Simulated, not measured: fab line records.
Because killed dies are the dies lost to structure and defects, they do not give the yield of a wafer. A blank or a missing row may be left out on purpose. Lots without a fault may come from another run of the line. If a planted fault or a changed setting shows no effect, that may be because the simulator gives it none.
A struck lot beside a sound one    flow nand_harc    12 out of 1302 route steps
Sound: wafers L775.1, L775.2, L775.4. Struck: wafer L784.6 (left out: L784.3, L784.5 of the same lot, which were not struck); the cause appears at the end.
For every step that has rows: the tool of each side, followed by ch and its chambers, followed by its first start. Under that, the readings that differ: sound wafers    struck wafers    difference of the means    sigmas: that difference in standard deviations of wafers without a fault.
alike: readings with means less than 2 such deviations apart, plus words and numbers identical on both sides. not compared: withheld readings, readings lacking a value on some wafer, bounds such as >300 that could conceal the same value, and numbers that have no deviation in the record and whose values overlap.
A row with sigmas, a row that says differs or no value, or rows on one side alone: a step with any of these is where the two part. Non-overlapping numbers with no deviation appear without sigmas and do not part them. Lack of a reading on every wafer of one side parts them only where that side has two or more wafers.

first, 1 step without rows for these wafers: NHARC_A_STAIRCASE_TRIM_224 (chemistry O2, time 211.2 s).
NHARC_A_STAIRCASE_ETCH_225: etches the open film in C4F8/O2, target depth 100 nm, time 40.5 s.
  sound on rie_diel-08 ch 0,1,3; struck on rie_diel-10 ch 3
  alike: oes_product_au, rf_vpp_V
  not compared: rf_hours_counter_h
NHARC_A_STAIRCASE_TRIM_226: chemistry O2, time 211.2 s.
  sound on rie_diel-08 ch 1,2,3; struck on rie_diel-10 ch 3
  alike: drypump_motor_current_A, o2_flow_sccm, oes_product_au, rf_vpp_V, showerhead_plenum_p_Torr, throttle_valve_pct
  not compared: rf_hours_counter_h
then, 1 step without rows for these wafers: NHARC_A_STAIRCASE_ETCH_227 (etches the open film in C4F8/O2, target depth 100 nm, time 40.5 s).
NHARC_A_STAIRCASE_TRIM_229: chemistry O2, time 211.2 s.
  sound on rie_diel-08 ch 1,2,3, day 18 04:26; struck on rie_diel-08 ch 1, day 21 13:26
  alike: drypump_motor_current_A, o2_flow_sccm, oes_product_au, rf_vpp_V, showerhead_plenum_p_Torr, throttle_valve_pct
  not compared: rf_hours_counter_h
NHARC_A_STAIRCASE_ETCH_230: etches the open film in C4F8/O2, target depth 100 nm, time 40.5 s.
  sound on rie_diel-08 ch 0,1,2; struck on rie_diel-08 ch 1
  alike: oes_product_au, rf_vpp_V
  not compared: rf_hours_counter_h
NHARC_A_STAIRCASE_TRIM_231: chemistry O2, time 211.2 s.
  sound on rie_diel-08 ch 0,1,3; struck on rie_diel-08 ch 0
reading       sound           struck  difference  sigmas
rf_vpp_V (V)  56.6 57.2 55.8  58.6    +2.1        +2
  alike: drypump_motor_current_A, o2_flow_sccm, oes_product_au, showerhead_plenum_p_Torr, throttle_valve_pct
  not compared: rf_hours_counter_h
then, 4 steps without rows for these wafers: NHARC_A_STAIRCASE_ETCH_232 (etches the open film in C4F8/O2, target depth 100 nm, time 40.5 s); NHARC_A_STAIRCASE_TRIM_233 (chemistry O2, time 211.2 s); NHARC_A_STAIRCASE_ETCH_234 (etches the open film in C4F8/O2, target depth 100 nm, time 40.5 s); NHARC_A_STAIRCASE_TRIM_235 (chemistry O2, time 211.2 s).
NHARC_A_STAIRCASE_ETCH_236: etches the open film in C4F8/O2, target depth 100 nm, time 40.5 s.
  sound on rie_diel-08 ch 1,2,3, day 18 05:20; struck on rie_diel-08 ch 0, day 21 14:16
reading                sound              struck  difference  sigmas
oes_product_au (a.u.)  0.957 0.966 0.928  1.153   +0.203      +17
  alike: rf_vpp_V
  not compared: rf_hours_counter_h

## WHERE THEY PART
At NHARC_A_STAIRCASE_TRIM_231 first; at NHARC_A_STAIRCASE_ETCH_236 last (within this record only).

WHY: whatever the simulator had introduced
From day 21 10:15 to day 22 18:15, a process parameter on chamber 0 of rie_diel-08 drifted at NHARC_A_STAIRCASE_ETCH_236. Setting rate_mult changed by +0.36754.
